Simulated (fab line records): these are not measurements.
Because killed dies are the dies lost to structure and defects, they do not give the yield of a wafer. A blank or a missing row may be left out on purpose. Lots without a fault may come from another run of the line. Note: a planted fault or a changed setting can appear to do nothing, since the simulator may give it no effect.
Chamber matching + flow nandHarc + cmp-04 running NHARC_P_M1_CMP_23: 4 sister chambers
The step polishes, t overpolish 20 s, target thk 157.82 nm. 4 wafers are shown with their chamber, then 8 later ones without.

== WAFERS WITH THEIR CHAMBER ==
| wafer  | chamber | motorCurrentA (A) |
|--------|---------|-------------------|
| L903.1 | 1       | 12.0              |
| L907.3 | 0       | 9.6               |
| L907.4 | 3       | 12.3              |
| L915.3 | 2       | 11.7              |

== WAFERS WITHOUT THEIR CHAMBER ==
| wafer  | motorCurrentA (A) |
|--------|-------------------|
| L915.4 | 8.9               |
| L915.5 | 12.2              |
| L917.4 | 11.7              |
| L917.5 | 9.1               |
| L917.6 | 12.3              |
| L919.2 | 11.1              |
| L919.4 | 12.3              |
| L919.6 | 11.5              |

== THE CHAMBER EACH PASSED THROUGH ==
| wafer  | from the rows above          | in truth |
|--------|------------------------------|----------|
| L915.4 | 0                            | 0        |
| L915.5 | can't be placed: 3 or 1 or 2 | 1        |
| L917.4 | can't be placed: 2 or 1 or 3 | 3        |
| L917.5 | 0                            | 0        |
| L917.6 | can't be placed: 3 or 1 or 2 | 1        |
| L919.2 | can't be placed: 2 or 1 or 3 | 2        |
| L919.4 | can't be placed: 3 or 1 or 2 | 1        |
| L919.6 | can't be placed: 2 or 1 or 3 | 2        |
2 of 8 placed correctly. Unplaceable from these rows: 6, with the true chamber sitting among the candidates in 6. Placed wrongly: 0.
How it was worked out, from the rows above alone: a wafer's distance from a chamber is the root of the sum, over the readings, of the square of ((its reading less the chamber's mean) divided by the reading's scatter). The wafer belongs to the nearest chamber; if the next one is less than 2 further off, it can't be placed. For every chamber, the mean is computed from those of its wafers that are shown. The scatter (one wafer shown for each chamber): square how far every hidden wafer sits from the nearest shown wafer, average those squares and take the square root.
